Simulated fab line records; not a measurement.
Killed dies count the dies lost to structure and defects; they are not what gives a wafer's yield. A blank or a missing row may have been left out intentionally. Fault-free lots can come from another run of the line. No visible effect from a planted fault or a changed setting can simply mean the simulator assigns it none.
fab line records | flow n5-finfet
record: lots: 7 | wafers: 21
route steps=1938 shown BEOL_M0_SAQP@646 BEOL_M0_CUTY@705 BEOL_M1@756 BEOL_M2@884 BEOL_M3@960 BEOL_M4@1070
start-h: hours from the record's first day to the start of the lot's first wafer shown | wait-h: hours from the lot's prior step to this one | " identical to the entry in the row above | L1.1+2: several wafers, shown together as one row | - value missing, or start not given | * or withheld: withheld | < > ~ a bound
route shown NAME@n: a module of which the file shows steps, and the number in the route of the first | usual: the fault-free wafers' mean and standard deviation | same: alike in all rows | chamber/n: place in a boat | sites: readings site by site | _std_site: the values' standard deviation | _edge_site: the outer-site mean with the inner-site mean subtracted | radius-mm: for every site, how far away it sits from the centre of the wafer | mask NAME#n: copy n | behind: the most recent tool/chamber to have shaped the wafer | hold: cause of the lot's hold/its duration in hours/its outcome | device: names the non-switching transistor (n, p or np) | end of line: at the end of the route, the tests of the same wafers | a step given without rows: its recipe and nothing more | killed: the dies lost at the first sort to structure and to defects; this is not the yield of the wafer | map: per-die view of a wafer (x killed, . not killed, _ where there is no die)
set.NAME: the setting as run; set.NAME@STEP: as run at that earlier step | model.NAME: the simulator's own value behind a step, which no gauge read
lots with deliberately changed settings; one table per step, one row per wafer
== steps ==
step: N5_BEOL_M0_SAQP_EXPOSE_11
recipe: mask-id: M0_CORE | na: 1.35 | source-shape: dipole | sigma-inner: 0.538 | sigma-outer: 0.738 | polarization: te | target-cd-nm: 42 | dose-mj: 55
lot.wafer  | tool            | chamber | start-h | wait-h | mask      | set.dose-mj
L079.1     | arfi-scanner-03 | 0       | 138.91  | -      | M0_CORE#0 | 55
L079.3+5   | "               | 0       | "       | "      | M0_CORE#0 | 52.48
L080.2     | arfi-scanner-01 | 0       | 145.34  | -      | M0_CORE#0 | 55
L080.4+5   | "               | 0       | "       | "      | M0_CORE#0 | 58.35
L084.2+4   | arfi-scanner-03 | 0       | 166.31  | -      | M0_CORE#0 | 55
L084.3     | "               | 0       | "       | "      | M0_CORE#0 | 51.32
L089.2+3+6 | arfi-scanner-02 | 0       | 205.18  | -      | M0_CORE#0 | 55
L091.3     | arfi-scanner-03 | 0       | 214.38  | -      | M0_CORE#0 | 57.94
L091.5+6   | "               | 0       | "       | "      | M0_CORE#0 | 55
L096.1+5   | arfi-scanner-03 | 0       | 244.26  | -      | M0_CORE#0 | 55
L096.4     | "               | 0       | "       | "      | M0_CORE#0 | 57.92
L097.2+6   | arfi-scanner-01 | 0       | 248.80  | -      | M0_CORE#0 | 55
L097.4     | "               | 0       | "       | "      | M0_CORE#0 | 58.5
step: N5_BEOL_M0_SAQP_PEB_12
recipe: peb-temp-c: withheld | peb-time-s: 60 | resist: CAR-ArF
step: N5_BEOL_M0_SAQP_DEVELOP_13
recipe: develop-time-s: 30 | developer: TMAH | resist: CAR-ArF | dev-temp-c: 23 | rinse-liquid: diw | dry: air-spin
step: N5_BEOL_M0_SAQP_CD_MEAS_14
recipe: target-cd-nm: 42.5 | landing-energy-ev: 500 | detector: se-inlens
usual: cd-nm: 42.5/0.5
lot.wafer | tool      | chamber | start-h | wait-h | set.dose-mj@BEOL_M0_SAQP_EXPOSE_11 | cd-nm
L079.1    | cd-sem-01 | 0       | 139.04  | -      | 55                                 | 43.0
L079.3    | "         | 0       | "       | "      | 52.48                              | 44.3
L079.5    | "         | 0       | "       | "      | 52.48                              | 44.1
L080.2    | cd-sem-01 | 0       | 145.46  | -      | 55                                 | 41.8
L080.4    | "         | 0       | "       | "      | 58.35                              | 40.5
L080.5    | "         | 0       | "       | "      | 58.35                              | 41.1
L084.2    | cd-sem-01 | 0       | 166.43  | -      | 55                                 | 42.4
L084.3    | "         | 0       | "       | "      | 51.32                              | 43.9
L084.4    | "         | 0       | "       | "      | 55                                 | 41.9
L089.2    | cd-sem-02 | 0       | 205.31  | -      | 55                                 | 43.2
L089.3    | "         | 0       | "       | "      | 55                                 | 42.5
L089.6    | "         | 0       | "       | "      | 55                                 | 43.1
L091.3    | cd-sem-03 | 0       | 214.49  | -      | 57.94                              | 41.3
L091.5    | "         | 0       | "       | "      | 55                                 | 42.9
L091.6    | "         | 0       | "       | "      | 55                                 | 43.2
L096.1    | cd-sem-02 | 0       | 244.38  | -      | 55                                 | 42.5
L096.4    | "         | 0       | "       | "      | 57.92                              | 40.5
L096.5    | "         | 0       | "       | "      | 55                                 | 43.1
L097.2    | cd-sem-01 | 0       | 248.92  | -      | 55                                 | 42.7
L097.4    | "         | 0       | "       | "      | 58.5                               | 41.4
L097.6    | "         | 0       | "       | "      | 55                                 | 42.3
step: N5_BEOL_M0_SAQP_DESCUM_19
recipe: chemistry: O2 | time-s: 7.9 | source-power-w: 50 | bias-power-w: 20 | pressure-mtorr: 20 | rf-frequency-hz: 2.712e+07 | temp-c: 40 | resist: CAR-ArF | o2-flow-sccm: 225
step: N5_BEOL_M0_SAQP_ETCH_83
recipe: chemistry: CF4 | target: SiARC | target-depth-a: 390 | mask-material: CAR-ArF | time-s: 65 | ion-energy-ev: 80 | pressure-mtorr: 40 | source-w: 545 | bias-w: 36 | Ar_flow_sccm: 100 | cf4-flow-sccm: 100 | ends: cleared
lot.wafer | tool        | chamber | start-h | wait-h | set.spin-rpm@BEOL_M0_SAQP_COAT_82 | model.etch.depth-nm | model.CAR-ArF_of_BEOL_M0_SAQP_COAT_08.thk-nm
L079.1    | rie-diel-03 | 1       | 139.16  | 0.0    | 1500                              | 29.85               | 55.8
L079.3    | "           | 3       | "       | "      | 1500                              | 29.94               | 55.8
L079.5    | "           | 0       | "       | "      | 1500                              | 29.9                | 56
L080.2    | rie-diel-06 | 2       | 145.58  | 0.0    | 1500                              | 29.98               | 56.2
L080.4    | "           | 2       | "       | "      | 1500                              | 29.98               | 56.6
L080.5    | "           | 3       | "       | "      | 1500                              | 30.09               | 56.4
L084.2    | rie-diel-03 | 2       | 166.55  | 0.0    | 1500                              | 30.02               | 55.8
L084.3    | "           | 3       | "       | "      | 1500                              | 30.12               | 55.8
L084.4    | "           | 3       | "       | "      | 1500                              | 30.09               | 55.6
L089.2    | rie-diel-02 | 3       | 205.43  | 0.0    | 1500                              | 30.01               | 55.8
L089.3    | "           | 2       | "       | "      | 1500                              | 30.02               | 55.8
L089.6    | "           | 3       | "       | "      | 1500                              | 29.94               | 55.6
L091.3    | rie-diel-06 | 2       | 214.61  | 0.0    | 1353                              | 31.53               | 54.2
L091.5    | "           | 0       | "       | "      | 1353                              | 31.55               | 54.2
L091.6    | "           | 3       | "       | "      | 1500                              | 30.1                | 55.8
L096.1    | rie-diel-02 | 3       | 244.51  | 0.0    | 1500                              | 30.02               | 55.6
L096.4    | "           | 0       | "       | "      | 1353                              | 31.66               | 54.2
L096.5    | "           | 0       | "       | "      | 1500                              | 30.12               | 55.6
L097.2    | rie-diel-06 | 3       | 249.05  | 0.0    | 1500                              | 30.1                | 56.2
L097.4    | "           | 1       | "       | "      | 1548                              | 29.7                | 56
L097.6    | "           | 1       | "       | "      | 1548                              | 29.55               | 56.2
step: N5_BEOL_M0_SAQP_ETCH_84
recipe: chemistry: N2/H2 | target: SOC | target-depth-a: 1000 | overetch-a: 200 | mask-material: SiARC | temp-c: 40 | time-s: 150 | ion-energy-ev: 200 | pressure-mtorr: 30 | source-w: 840 | bias-w: 150 | n2-flow-sccm: 200 | h2-flow-sccm: 200
lot.wafer | tool        | chamber | start-h | wait-h | set.spin-rpm@BEOL_M0_SAQP_COAT_82 | model.SiARC_of_BEOL_M0_SAQP_COAT_82.thk-nm
L079.1    | rie-diel-03 | 1       | 139.21  | 0.0    | 1500                              | 24.2
L079.3    | "           | 3       | "       | "      | 1500                              | 24.6
L079.5    | "           | 0       | "       | "      | 1500                              | 24
L080.2+5  | rie-diel-06 | 2,3     | 145.63  | 0.0    | 1500                              | 24.4
L080.4    | "           | 2       | "       | "      | 1500                              | 24.6
L084.2    | rie-diel-03 | 2       | 166.60  | 0.0    | 1500                              | 24.4
L084.3+4  | "           | 3       | "       | "      | 1500                              | 24.8
L089.2+6  | rie-diel-02 | 3       | 205.48  | 0.0    | 1500                              | 24.4
L089.3    | "           | 2       | "       | "      | 1500                              | 24.2
L091.3    | rie-diel-06 | 2       | 214.66  | 0.0    | 1353                              | 26.2
L091.5    | "           | 0       | "       | "      | 1353                              | 25.8
L091.6    | "           | 3       | "       | "      | 1500                              | 24.6
L096.1    | rie-diel-02 | 3       | 244.56  | 0.0    | 1500                              | 24.4
L096.4    | "           | 0       | "       | "      | 1353                              | 26.2
L096.5    | "           | 0       | "       | "      | 1500                              | 24.6
L097.2    | rie-diel-06 | 3       | 249.10  | 0.0    | 1500                              | 24.6
L097.4    | "           | 1       | "       | "      | 1548                              | 23.6
L097.6    | "           | 1       | "       | "      | 1548                              | 23.4
step: N5_BEOL_M0_SAQP_ETCH_88
recipe: chemistry: N2/H2 | target: underlayer | target-depth-a: 65 | time-s: 5.2 | ion-energy-ev: 200 | mask-material: CAR-EUV | pressure-mtorr: 30 | source-w: 840 | bias-w: 150 | n2-flow-sccm: 200 | h2-flow-sccm: 200 | ends: cleared
usual: rf-vpp-V: 524.2/2.3
lot.wafer | tool        | chamber | start-h | wait-h | set.source-w | rf-vpp-V
L079.1    | rie-diel-02 | 2       | 142.93  | 0.0    | 840          | 524.6
L079.3    | "           | 0       | "       | "      | 982.9        | 498.2
L079.5    | "           | 1       | "       | "      | 840          | 523.4
L080.2    | rie-diel-03 | 0       | 149.52  | 0.0    | 840          | 521.4
L080.4    | "           | 1       | "       | "      | 912.5        | 506.9
L080.5    | "           | 3       | "       | "      | 912.5        | 511.3
L084.2    | rie-diel-02 | 1       | 170.71  | 0.0    | 840          | 524.5
L084.3    | "           | 2       | "       | "      | 840          | 523.3
L084.4    | "           | 3       | "       | "      | 840          | 521.4
L089.2    | rie-diel-02 | 0       | 209.85  | 0.0    | 840          | 526.0
L089.3    | "           | 3       | "       | "      | 840          | 520.4
L089.6    | "           | 1       | "       | "      | 840          | 524.2
L091.3    | rie-diel-02 | 3       | 218.64  | 0.0    | 840          | 521.4
L091.5    | "           | 0       | "       | "      | 985.6        | 501.3
L091.6    | "           | 1       | "       | "      | 840          | 523.9
L096.1    | rie-diel-06 | 1       | 248.64  | 0.0    | 840          | 523.1
L096.4    | "           | 2       | "       | "      | 785          | 532.3
L096.5    | "           | 2       | "       | "      | 840          | 523.9
L097.2    | rie-diel-03 | 1       | 252.82  | 0.0    | 933.2        | 503.6
L097.4    | "           | 2       | "       | "      | 933.2        | 508.2
L097.6    | "           | 2       | "       | "      | 840          | 525.0
step: N5_BEOL_M0_CUTY_EXPOSE_54
recipe: mask-id: M0_ABLK | na: 1.35 | source-shape: conventional | sigma-outer: 0.8 | polarization: unpolarized | dose-mj: 36
lot.wafer  | tool            | chamber | start-h | wait-h | mask      | set.dose-mj
L079.1+3   | arfi-scanner-02 | 0       | 143.95  | -      | M0_ABLK#0 | 36
L079.5     | "               | 0       | "       | "      | M0_ABLK#0 | 33.3
L080.2     | arfi-scanner-01 | 0       | 150.95  | -      | M0_ABLK#0 | 34.71
L080.4+5   | "               | 0       | "       | "      | M0_ABLK#0 | 36
L084.2+4   | arfi-scanner-01 | 0       | 171.74  | -      | M0_ABLK#0 | 36
L084.3     | "               | 0       | "       | "      | M0_ABLK#0 | 38.63
L089.2+3+6 | arfi-scanner-01 | 0       | 210.95  | -      | M0_ABLK#0 | 36
L091.3+6   | arfi-scanner-03 | 0       | 219.80  | -      | M0_ABLK#0 | 37.12
L091.5     | "               | 0       | "       | "      | M0_ABLK#0 | 36
L096.1     | arfi-scanner-03 | 0       | 249.66  | -      | M0_ABLK#0 | 34.91
L096.4+5   | "               | 0       | "       | "      | M0_ABLK#0 | 36
L097.2+4   | arfi-scanner-03 | 0       | 253.84  | -      | M0_ABLK#0 | 38.12
L097.6     | "               | 0       | "       | "      | M0_ABLK#0 | 36
step: N5_BEOL_M0_CUTY_PEB_55
recipe: peb-temp-c: 110 | peb-time-s: 60 | resist: CAR-ArF-block
step: N5_BEOL_M0_CUTY_DEVELOP_56
recipe: develop-time-s: 30 | developer: TMAH | resist: CAR-ArF-block | rinse-liquid: diw | dry: air-spin | dev-temp-c: 23
step: N5_BEOL_M0_CUTY_CD_MEAS_57
recipe: target-cd-nm: 200 | landing-energy-ev: 500 | detector: se-inlens | polarity: line
usual: cd-nm: 199.8/0.95
lot.wafer | tool      | chamber | start-h | wait-h | set.dose-mj@BEOL_M0_CUTY_EXPOSE_54 | cd-nm
L079.1    | cd-sem-03 | 0       | 144.07  | -      | 36                                 | 199.4
L079.3    | "         | 0       | "       | "      | 36                                 | 199.0
L079.5    | "         | 0       | "       | "      | 33.3                               | 203.2
L080.2    | cd-sem-02 | 0       | 151.07  | -      | 34.71                              | 202.3
L080.4    | "         | 0       | "       | "      | 36                                 | 200.2
L080.5    | "         | 0       | "       | "      | 36                                 | 200.4
L084.2    | cd-sem-01 | 0       | 171.86  | -      | 36                                 | 199.2
L084.3    | "         | 0       | "       | "      | 38.63                              | 193.6
L084.4    | "         | 0       | "       | "      | 36                                 | 199.7
L089.2    | cd-sem-03 | 0       | 211.07  | -      | 36                                 | 200.5
L089.3    | "         | 0       | "       | "      | 36                                 | 200.9
L089.6    | "         | 0       | "       | "      | 36                                 | 201.1
L091.3    | cd-sem-01 | 0       | 219.91  | -      | 37.12                              | 199.0
L091.5    | "         | 0       | "       | "      | 36                                 | 200.7
L091.6    | "         | 0       | "       | "      | 37.12                              | 198.3
L096.1    | cd-sem-01 | 0       | 249.79  | -      | 34.91                              | 201.4
L096.4    | "         | 0       | "       | "      | 36                                 | 198.7
L096.5    | "         | 0       | "       | "      | 36                                 | 200.4
L097.2    | cd-sem-02 | 0       | 253.96  | -      | 38.12                              | 195.7
L097.4    | "         | 0       | "       | "      | 38.12                              | 194.9
L097.6    | "         | 0       | "       | "      | 36                                 | 199.4
step: N5_BEOL_M1_COAT_62
recipe: resist: SiARC | temp-c: 220 | time-s: 60 | spin-rpm: 1500 | resist-thk-nm: 12
lot.wafer  | tool           | chamber | start-h | wait-h | set.spin-rpm | model.SiARC_of_BEOL_M1_COAT_62.thk-nm
L079.1+3   | litho-track-03 | 0       | -       | -      | 1654         | 11.4
L079.5     | "              | 0       | "       | "      | 1500         | 12
L080.2+4   | litho-track-04 | 0       | -       | -      | 1595         | 11.6
L080.5     | "              | 0       | "       | "      | 1500         | 12
L084.2     | litho-track-04 | 0       | -       | -      | 1500         | 12
L084.3+4   | "              | 0       | "       | "      | 1457         | 12.2
L089.2+3+6 | litho-track-04 | 0       | -       | -      | 1500         | 12
L091.3+6   | litho-track-03 | 0       | -       | -      | 1401         | 12.4
L091.5     | "              | 0       | "       | "      | 1500         | 12
L096.1+4+5 | litho-track-04 | 0       | -       | -      | 1500         | 12
L097.2+4+6 | litho-track-02 | 0       | -       | -      | 1500         | 12
step: N5_BEOL_M1_COAT_73
recipe: resist: underlayer | temp-c: 205 | time-s: 60 | spin-rpm: 1500 | resist-thk-nm: 5
step: N5_BEOL_M1_COAT_05
recipe: resist: CAR-EUV | spin-rpm: 1500 | resist-thk-nm: 30
step: N5_BEOL_M1_DESCUM_16
recipe: chemistry: O2 | time-s: 7 | source-power-w: 50 | bias-power-w: 20 | pressure-mtorr: 20 | rf-frequency-hz: 2.712e+07 | temp-c: 40 | resist: CAR-EUV | o2-flow-sccm: 225
step: N5_BEOL_M1_ETCH_74
recipe: chemistry: N2/H2 | target: underlayer | target-depth-a: 65 | mask-material: CAR-EUV | time-s: 5.2 | ion-energy-ev: 200 | pressure-mtorr: 30 | source-w: 840 | bias-w: 150 | n2-flow-sccm: 200 | h2-flow-sccm: 200 | ends: cleared
step: N5_BEOL_M1_ETCH_63
recipe: chemistry: CF4 | target: SiARC | target-depth-a: 156 | mask-material: CAR-EUV | time-s: 26 | ion-energy-ev: 80 | pressure-mtorr: 40 | source-w: 545 | bias-w: 36 | Ar_flow_sccm: 100 | cf4-flow-sccm: 100 | ends: cleared
lot.wafer | tool        | chamber | start-h | wait-h | set.spin-rpm@BEOL_M1_COAT_62 | model.etch.depth-nm
L079.1+3  | rie-diel-03 | 1,3     | 151.90  | 0.0    | 1654                         | 11.42
L079.5    | "           | 0       | "       | "      | 1500                         | 11.99
L080.2    | rie-diel-03 | 1       | 158.84  | 0.0    | 1595                         | 11.63
L080.4    | "           | 2       | "       | "      | 1595                         | 11.61
L080.5    | "           | 1       | "       | "      | 1500                         | 11.98
L084.2    | rie-diel-06 | 3       | 179.42  | 0.0    | 1500                         | 12.02
L084.3    | "           | 0       | "       | "      | 1457                         | 12.15
L084.4    | "           | 1       | "       | "      | 1457                         | 12.17
L089.2    | rie-diel-03 | 3       | 218.16  | 0.0    | 1500                         | 12.02
L089.3    | "           | 1       | "       | "      | 1500                         | 12.03
L089.6    | "           | 3       | "       | "      | 1500                         | 12
L091.3+6  | rie-diel-03 | 3,0     | 225.94  | 0.0    | 1401                         | 12.42
L091.5    | "           | 1       | "       | "      | 1500                         | 12
L096.1    | rie-diel-06 | 1       | 257.61  | 0.0    | 1500                         | 12.08
L096.4    | "           | 3       | "       | "      | 1500                         | 12.07
L096.5    | "           | 1       | "       | "      | 1500                         | 12.06
L097.2    | rie-diel-02 | 1       | 261.21  | 0.0    | 1500                         | 12.03
L097.4    | "           | 3       | "       | "      | 1500                         | 11.98
L097.6    | "           | 1       | "       | "      | 1500                         | 12
step: N5_BEOL_M2_ETCH_70
recipe: chemistry: N2/H2 | target: SOC | target-depth-a: 800 | overetch-a: 240 | mask-material: SiARC | temp-c: 40 | time-s: 130 | ion-energy-ev: 200 | pressure-mtorr: 30 | source-w: 840 | bias-w: 150 | n2-flow-sccm: 200 | h2-flow-sccm: 200
usual: rf-vpp-V: 523.7/2.7
lot.wafer | tool        | chamber | start-h | wait-h | set.source-w | rf-vpp-V
L079.1    | rie-diel-01 | 3       | 165.43  | 0.0    | 892.5        | 515.6
L079.3    | "           | 0       | "       | "      | 840          | 521.5
L079.5    | "           | 3       | "       | "      | 892.5        | 515.8
L080.2    | rie-diel-01 | 3       | 178.31  | 0.0    | 778.5        | 539.4
L080.4    | "           | 2       | "       | "      | 778.5        | 538.2
L080.5    | "           | 1       | "       | "      | 840          | 523.6
L084.2    | rie-diel-01 | 2       | 193.20  | 0.0    | 762          | 541.5
L084.3    | "           | 1       | "       | "      | 762          | 540.1
L084.4    | "           | 0       | "       | "      | 840          | 521.8
L089.2    | rie-diel-04 | 3       | 235.31  | 0.0    | 840          | 525.6
L089.3    | "           | 0       | "       | "      | 840          | 525.3
L089.6    | "           | 2       | "       | "      | 840          | 525.1
L091.3    | rie-diel-05 | 0       | 241.38  | 0.0    | 840          | 520.4
L091.5    | "           | 0       | "       | "      | 840          | 520.1
L091.6    | "           | 3       | "       | "      | 840          | 525.7
L096.1    | rie-diel-04 | 3       | 275.41  | 0.0    | 840          | 524.0
L096.4    | "           | 0       | "       | "      | 699.2        | 558.4
L096.5    | "           | 2       | "       | "      | 840          | 528.8
L097.2    | rie-diel-01 | 3       | 278.28  | 0.0    | 840          | 525.8
L097.4    | "           | 1       | "       | "      | 944.7        | 504.0
L097.6    | "           | 0       | "       | "      | 840          | 522.3
step: N5_BEOL_M3_COAT_22
recipe: resist: CAR-EUV | spin-rpm: 1500 | resist-thk-nm: 30
lot.wafer  | tool           | chamber | start-h | wait-h | set.spin-rpm | model.CAR-EUV_of_BEOL_M3_COAT_22.thk-nm
L079.1     | litho-track-04 | 0       | -       | -      | 1500         | 30
L079.3+5   | "              | 0       | "       | "      | 1441         | 30.6
L080.2+4   | litho-track-04 | 0       | -       | -      | 1444         | 30.6
L080.5     | "              | 0       | "       | "      | 1500         | 30
L084.2+3+4 | litho-track-02 | 0       | -       | -      | 1500         | 30
L089.2+3   | litho-track-05 | 0       | -       | -      | 1500         | 30
L089.6     | "              | 0       | "       | "      | 1500         | 30.2
L091.3     | litho-track-04 | 0       | -       | -      | 1337         | 32
L091.5     | "              | 0       | "       | "      | 1500         | 30.2
L091.6     | "              | 0       | "       | "      | 1337         | 31.8
L096.1+4   | litho-track-05 | 0       | -       | -      | 1500         | 30
L096.5     | "              | 0       | "       | "      | 1640         | 28.6
L097.2+4+6 | litho-track-05 | 0       | -       | -      | 1500         | 30
step: N5_BEOL_M3_EXPOSE_25
recipe: mask-id: V2 | na: 0.33 | source-shape: quasar | sigma-inner: 0.2 | sigma-outer: 0.8 | polarization: unpolarized | defocus-nm: 5 | dose-mj: 63
lot.wafer  | tool           | chamber | start-h | wait-h | mask | set.dose-mj
L079.1     | euv-scanner-02 | 0       | 172.08  | -      | V2#0 | 67.5
L079.3+5   | "              | 0       | "       | "      | V2#0 | 63
L080.2     | euv-scanner-01 | 0       | 186.97  | -      | V2#0 | 63
L080.4+5   | "              | 0       | "       | "      | V2#0 | 64.4
L084.2+3   | euv-scanner-02 | 0       | 204.15  | -      | V2#0 | 65.89
L084.4     | "              | 0       | "       | "      | V2#0 | 63
L089.2+3+6 | euv-scanner-01 | 0       | 242.00  | -      | V2#0 | 63
L091.3+5   | euv-scanner-01 | 0       | 249.47  | -      | V2#0 | 63
L091.6     | "              | 0       | "       | "      | V2#0 | 59.69
L096.1+5   | euv-scanner-02 | 0       | 282.27  | -      | V2#0 | 59.24
L096.4     | "              | 0       | "       | "      | V2#0 | 63
L097.2     | euv-scanner-02 | 0       | 285.30  | -      | V2#0 | 63
L097.4+6   | "              | 0       | "       | "      | V2#0 | 64.2
step: N5_BEOL_M3_PEB_26
recipe: peb-temp-c: 100 | peb-time-s: 60 | resist: CAR-EUV
step: N5_BEOL_M3_DEVELOP_27
recipe: develop-time-s: 30 | developer: TMAH | resist: CAR-EUV | rinse-liquid: surfactant-rinse | dry: air-spin | dev-temp-c: 23
step: N5_BEOL_M3_CD_MEAS_28
recipe: target-cd-nm: 25.7 | landing-energy-ev: 500 | detector: se-inlens | target-cd-y-nm: 23.3 | polarity: opening
usual: cd-nm: 25.64/0.24
lot.wafer | tool      | chamber | start-h | wait-h | set.dose-mj@BEOL_M3_EXPOSE_25 | cd-nm
L079.1    | cd-sem-03 | 0       | 172.23  | -      | 67.5                          | 26.90
L079.3    | "         | 0       | "       | "      | 63                            | 25.55
L079.5    | "         | 0       | "       | "      | 63                            | 25.74
L080.2    | cd-sem-03 | 0       | 187.11  | -      | 63                            | 25.56
L080.4    | "         | 0       | "       | "      | 64.4                          | 26.51
L080.5    | "         | 0       | "       | "      | 64.4                          | 25.70
L084.2    | cd-sem-02 | 0       | 204.29  | -      | 65.89                         | 26.53
L084.3    | "         | 0       | "       | "      | 65.89                         | 26.35
L084.4    | "         | 0       | "       | "      | 63                            | 25.49
L089.2    | cd-sem-03 | 0       | 242.14  | -      | 63                            | 25.26
L089.3    | "         | 0       | "       | "      | 63                            | 25.74
L089.6    | "         | 0       | "       | "      | 63                            | 25.61
L091.3    | cd-sem-02 | 0       | 249.60  | -      | 63                            | 25.47
L091.5    | "         | 0       | "       | "      | 63                            | 25.70
L091.6    | "         | 0       | "       | "      | 59.69                         | 24.42
L096.1    | cd-sem-01 | 0       | 282.41  | -      | 59.24                         | 24.61
L096.4    | "         | 0       | "       | "      | 63                            | 25.74
L096.5    | "         | 0       | "       | "      | 59.24                         | 24.89
L097.2    | cd-sem-03 | 0       | 285.44  | -      | 63                            | 25.37
L097.4    | "         | 0       | "       | "      | 64.2                          | 25.54
L097.6    | "         | 0       | "       | "      | 64.2                          | 25.40
step: N5_BEOL_M4_TRENCH_ETCH_37
recipe: chemistry: C4F6/O2 | target-depth-a: 555.55 | target: SiOC | time-s: 29.2 | ion-energy-ev: 250 | pressure-mtorr: 30 | source-w: 355 | bias-w: 185 | Ar_flow_sccm: 300 | C4F6_flow_sccm: 10 | O2_flow_sccm: 10
lot.wafer | tool        | chamber | start-h | wait-h | set.time-s | model.etch.depth-nm | model.BEOL_M4.feature-depth-nm
L079.1    | rie-diel-01 | 3       | -       | -      | 31.02      | 58.27               | 58.2
L079.3    | "           | 1       | "       | "      | 29.2       | 54.58               | 54.6
L079.5    | "           | 2       | "       | "      | 31.02      | 60.62               | 60.6
L080.2    | rie-diel-04 | 3       | -       | -      | 29.2       | 58.23               | 58.2
L080.4    | "           | 0       | "       | "      | 27.35      | 52.43               | 52.4
L080.5    | "           | 3       | "       | "      | 27.35      | 54.68               | 54.6
L084.2    | rie-diel-01 | 3       | -       | -      | 32.11      | 60.61               | 60.6
L084.3    | "           | 1       | "       | "      | 32.11      | 60.39               | 60.4
L084.4    | "           | 0       | "       | "      | 29.2       | 55.71               | 55.8
L089.2    | rie-diel-01 | 1       | -       | -      | 29.2       | 54.35               | 54.4
L089.3    | "           | 3       | "       | "      | 29.2       | 54.82               | 54.8
L089.6    | "           | 3       | "       | "      | 29.2       | 55.34               | 55.4
L091.3    | rie-diel-04 | 0       | -       | -      | 29.2       | 54.27               | 54.2
L091.5    | "           | 2       | "       | "      | 29.2       | 54.63               | 54.6
L091.6    | "           | 1       | "       | "      | 29.2       | 54.77               | 54.8
L097.2    | rie-diel-01 | 2       | -       | -      | 29.2       | 55.99               | 56
L097.4    | "           | 1       | "       | "      | 35.32      | 65.52               | 65.6
L097.6    | "           | 0       | "       | "      | 35.32      | 65.62               | 65.6
L096.1    | rie-diel-05 | 2       | -       | -      | 29.2       | 55.2                | 55.2
L096.4    | "           | 0       | "       | "      | 29.2       | 55.61               | 55.6
L096.5    | "           | 1       | "       | "      | 29.2       | 53.39               | 53.4
step: N5_BEOL_M4_ETCH_41
recipe: chemistry: CH3F/O2 | target: SiCN | target-depth-a: 299 | taper-deg: 2 | time-s: 52.5 | ion-energy-ev: 120 | mask-material: TiN | pressure-mtorr: 30 | source-w: 395 | bias-w: 75 | Ar_flow_sccm: 150 | CH3F_flow_sccm: 30 | O2_flow_sccm: 20
step: N5_BEOL_M4_STRIP_97
recipe: chemistry: N2/H2 | time-s: 10 | power-w: 450 | temp-c: 40 | pressure-mtorr: 20 | rf-frequency-hz: 6e+07 | bias-power-w: 7 | n2-flow-sccm: 200 | h2-flow-sccm: 200
step: N5_BEOL_M4_OCD_MEAS_38
usual: trench-depth-nm: 55.2/1.2
lot.wafer | tool   | chamber | start-h | wait-h | set.time-s@BEOL_M4_TRENCH_ETCH_37 | trench-depth-nm
L079.1    | ocd-01 | -       | 190.36  | -      | 31.02                             | 57.9
L079.3    | "      | -       | "       | "      | 29.2                              | 54.8
L079.5    | "      | -       | "       | "      | 31.02                             | 60.2
L080.2    | ocd-02 | -       | 199.17  | -      | 29.2                              | 58.1
L080.4    | "      | -       | "       | "      | 27.35                             | 52.8
L080.5    | "      | -       | "       | "      | 27.35                             | 54.5
L084.2    | ocd-02 | -       | 217.32  | -      | 32.11                             | 61.2
L084.3    | "      | -       | "       | "      | 32.11                             | 59.9
L084.4    | "      | -       | "       | "      | 29.2                              | 55.8
L089.2    | ocd-01 | -       | 259.20  | -      | 29.2                              | 54.3
L089.3    | "      | -       | "       | "      | 29.2                              | 55.0
L089.6    | "      | -       | "       | "      | 29.2                              | 55.1
L091.3    | ocd-02 | -       | 275.41  | -      | 29.2                              | 53.8
L091.5    | "      | -       | "       | "      | 29.2                              | 54.9
L091.6    | "      | -       | "       | "      | 29.2                              | 54.6
L097.2    | ocd-01 | -       | 302.83  | -      | 29.2                              | 56.0
L097.4    | "      | -       | "       | "      | 35.32                             | 65.4
L097.6    | "      | -       | "       | "      | 35.32                             | 65.6
L096.1    | ocd-01 | -       | 306.86  | -      | 29.2                              | 55.6
L096.4    | "      | -       | "       | "      | 29.2                              | 55.5
L096.5    | "      | -       | "       | "      | 29.2                              | 53.6
== key ==
split: step: N5_BEOL_M0_SAQP_EXPOSE_11 | setting: dose-mj | stated: 55 | by: wafer
response: step: N5_BEOL_M0_SAQP_CD_MEAS_14 | reading: cd-nm | change: -0.259 | per: 1% | r: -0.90
split: step: N5_BEOL_M0_SAQP_ETCH_88 | setting: source-w | stated: 840 | by: wafer
response: step: N5_BEOL_M0_SAQP_ETCH_88 | reading: rf-vpp-V | change: -1.43 | per: 1% | r: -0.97
split: step: N5_BEOL_M0_CUTY_EXPOSE_54 | setting: dose-mj | stated: 36 | by: wafer
response: step: N5_BEOL_M0_CUTY_CD_MEAS_57 | reading: cd-nm | change: -0.658 | per: 1% | r: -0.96
split: step: N5_BEOL_M1_COAT_62 | setting: spin-rpm | stated: 1500 | by: wafer
response: step: N5_BEOL_M1_COAT_62 | reading: model.SiARC_of_BEOL_M1_COAT_62.thk-nm | change: -0.0604 | per: 1% | r: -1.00
response: step: N5_BEOL_M1_ETCH_63 | reading: model.etch.depth-nm | change: -0.0574 | per: 1% | r: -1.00
split: step: N5_BEOL_M2_ETCH_70 | setting: source-w | stated: 840 | by: wafer
response: step: N5_BEOL_M2_ETCH_70 | reading: rf-vpp-V | change: -1.81 | per: 1% | r: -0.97
split: step: N5_BEOL_M3_COAT_22 | setting: spin-rpm | stated: 1500 | by: wafer
response: step: N5_BEOL_M3_COAT_22 | reading: model.CAR-EUV_of_BEOL_M3_COAT_22.thk-nm | change: -0.154 | per: 1% | r: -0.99
split: step: N5_BEOL_M3_EXPOSE_25 | setting: dose-mj | stated: 63 | by: wafer
response: step: N5_BEOL_M3_CD_MEAS_28 | reading: cd-nm | change: +0.186 | per: 1% | r: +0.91
split: step: N5_BEOL_M4_TRENCH_ETCH_37 | setting: time-s | stated: 29.2 | by: wafer
response: step: N5_BEOL_M4_TRENCH_ETCH_37 | reading: model.etch.depth-nm | change: +0.499 | per: 1% | r: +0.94
response: step: N5_BEOL_M4_TRENCH_ETCH_37 | reading: model.BEOL_M4.feature-depth-nm | change: +0.498 | per: 1% | r: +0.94
response: step: N5_BEOL_M4_OCD_MEAS_38 | reading: trench-depth-nm | change: +0.487 | per: 1% | r: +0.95
split outside-this-file step=N5_BEOL_M0_SAQP_COAT_82 setting=spin-rpm
split outside-this-file: this setting was split too, and the file shows its column; the key of that split is in another file
